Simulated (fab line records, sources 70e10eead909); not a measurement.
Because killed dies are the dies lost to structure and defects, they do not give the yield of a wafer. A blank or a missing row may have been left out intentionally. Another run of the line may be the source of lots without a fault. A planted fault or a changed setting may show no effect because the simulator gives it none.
A struck lot beside a sound one || flow nand-harc || 15 steps out of a route of 1302
Sound: the wafers L408.2, L408.4, L408.6. Struck: wafers L412.3, L412.5. (L412.1 of the same lot was not struck and is left out.) The cause comes at the end.
Each step with rows lists, per side, the tool, then ch with its chambers, then its first start. Under that, the readings that differ: sound wafers || struck wafers || difference of the means || sigmas: that difference in standard deviations of wafers without a fault.
alike: same words and numbers on both sides, and readings whose means sit less than 2 such deviations apart. not compared: any withheld reading, any reading some wafer has no value for, any bound like >300 that may hide the same value, and any number with overlapping values for which the record gives no deviation.
Wherever a step has rows on one side only, a row that says differs or no value, or a row with sigmas, the two part there. When numbers do not overlap yet have no deviation, they are printed without sigmas and do not part them. Lack of a reading on every wafer of one side parts them only where that side has two or more wafers.

first, 1 step without rows for these wafers: NHARC_A_DECK1_JOINT_SRD_15.
NHARC_A_DECK1_JOINT_DEP_16: deposits SiO2, target thk 45 nm.
  sound on pecvd-01 ch 0,1,2, day 13 17:23; struck on pecvd-03 ch 0,2, day 14 23:25
  alike: heater-power-w, throttle-valve-pct
NHARC_A_DECK1_JOINT_THK_MEAS_17: measures by ellipsometry.
  sound: film-metro-02 at day 13 17:40; struck: film-metro-01 at day 14 23:42
  alike: thk-nm
NHARC_A_DECK1_JOINT_INSPECT_05:
  sound: defect-inspect-01 at day 13 17:41; struck: defect-inspect-01 at day 14 23:44
  alike: raw-defect-count
after that, 1 step with no rows for these wafers: NHARC_A_ONON_D2_DEP_00 (target thk 1000 nm).
NHARC_A_ONON_D2_THK_MEAS_02: measures by ellipsometry.
  sound: film-metro-02 at day 13 18:16; struck: film-metro-02 at day 15 00:19
  alike: thk-nm
after that, 1 step with no rows for these wafers: NHARC_A_ONON_D2_DEP_03 (target thk 1000 nm).
NHARC_A_ONON_D2_THK_MEAS_05: measures by ellipsometry.
  sound: film-metro-01 at day 13 18:50; struck: film-metro-02 at day 15 00:53
  alike: thk-nm
after that, 1 step with no rows for these wafers: NHARC_A_ONON_D2_DEP_06 (target thk 1000 nm).
NHARC_A_ONON_D2_THK_MEAS_08: measures by ellipsometry.
  sound: film-metro-01 at day 13 19:24; struck: film-metro-02 at day 15 01:27
  alike: thk-nm
after that, 1 step with no rows for these wafers: NHARC_A_ONON_D2_DEP_09 (target thk 1000 nm).
NHARC_A_ONON_D2_THK_MEAS_11: measures by ellipsometry.
  sound: film-metro-02 at day 13 19:58; struck: film-metro-02 at day 15 02:01
  alike: thk-nm
NHARC_A_ONON_D2_DEP_12: target thk 1000 nm.
  sound on pecvd-onon-04 ch 0, day 13 20:05; struck on pecvd-onon-02 ch 0, day 15 02:05
  alike: nh3-flow-sccm
NHARC_A_ONON_D2_THK_MEAS_14: measures by ellipsometry.
  sound: film-metro-01 at day 13 20:32; struck: film-metro-02 at day 15 02:35
{"reading": "thk-nm (nm)", "sound": "1013 1014 1014", "struck": "621 620", "difference": -393, "sigmas": -46}
then, 1 step without rows for these wafers: NHARC_A_ONON_D2_ANNEAL_15 (time 3600 s).

== WHERE THEY PART ==
NHARC_A_ONON_D2_THK_MEAS_14 only, going by this record.

WHY: the cause the simulator had injected
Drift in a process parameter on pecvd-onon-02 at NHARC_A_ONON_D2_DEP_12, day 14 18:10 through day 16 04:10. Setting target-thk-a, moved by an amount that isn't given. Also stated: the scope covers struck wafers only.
